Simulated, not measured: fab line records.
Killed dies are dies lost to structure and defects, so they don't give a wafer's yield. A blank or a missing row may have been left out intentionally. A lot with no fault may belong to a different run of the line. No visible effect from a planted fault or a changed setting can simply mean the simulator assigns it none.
Chamber matching	flow n5Finfet	N5_SD_EPI_N_ETCHBACK_44 on rieDiel-04 has 4 sister chambers
The step etches SiNx in CH3F/O2, stops on SiO2, target depth 14.5 nm. 18 wafers are shown with their chamber, then 9 later ones without.

WAFERS, EACH WITH ITS CHAMBER
wafer	chamber	showerheadPlenumPTorr (Torr)	rfVppV (V)	throttleValvePct (%)
L074.2	3	2.04	311	16.59
L074.3	0	2.07	288	16.21
L074.5	3	2.04	311	16.59
L077.1	3	2.04	309	16.62
L077.2	0	2.07	289	16.22
L077.5	0	2.07	287	16.23
L078.2	1	2.02	297	16.53
L078.3	3	2.04	312	16.61
L078.6	0	2.07	288	16.21
L080.1	3	2.04	309	16.61
L080.3	0	2.07	289	16.24
L080.4	0	2.07	289	16.21
L081.1	0	2.07	289	16.21
L081.2	1	2.01	297	16.52
L081.4	1	2.02	297	16.53
L087.4	0	2.06	288	16.25
L087.5	1	2.01	297	16.56
L087.6	2	1.89	290	16.56

SIGNATURES, as means of the wafers listed above
reading	chamber 0	chamber 1	chamber 2	chamber 3	scatter within a chamber
showerheadPlenumPTorr	2.0687	2.0150	1.8900	2.0400	0.00366
rfVppV	288.38	297.00	290.00	310.40	0.889
throttleValvePct	16.2225	16.5350	16.5600	16.6040	0.0155
Rule: for a wafer and a chamber, the distance is found by dividing, reading by reading, the gap between the wafer's reading and the chamber's mean by the reading's scatter, squaring, summing and taking the root. If the next closest chamber is less than 2 further off than the closest, the wafer can't be placed; otherwise it belongs to the closest. The scatter: take each reading less its chamber's mean, square it, sum over the shown wafers, divide by the number of wafers less the number of chambers, and take the root.

WAFERS WITHOUT THEIR CHAMBER
wafer	showerheadPlenumPTorr (Torr)	rfVppV (V)	throttleValvePct (%)
L089.1	2.01	298	16.57
L089.3	2.03	310	16.20
L089.5	2.03	311	16.19
L091.1	2.03	311	16.22
L091.3	2.03	310	16.21
L091.6	2.03	311	16.21
L096.3	2.14	296	16.13
L096.5	2.03	310	16.21
L096.6	2.14	295	16.14

CHAMBER TAKEN BY EACH
wafer	from the rows above	in truth
L089.1	1	1
L089.3	can't be placed: 3 or 1 or 0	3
L089.5	can't be placed: 3 or 1 or 0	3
L091.1	can't be placed: 3 or 1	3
L091.3	can't be placed: 3 or 1 or 0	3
L091.6	can't be placed: 3 or 1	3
L096.3	0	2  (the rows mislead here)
L096.5	can't be placed: 3 or 1 or 0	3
L096.6	0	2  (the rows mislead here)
Placed correctly: 1 of 9. Can't be placed from these rows: 6 (the true chamber is among the candidates in 6). 2 placed wrongly.
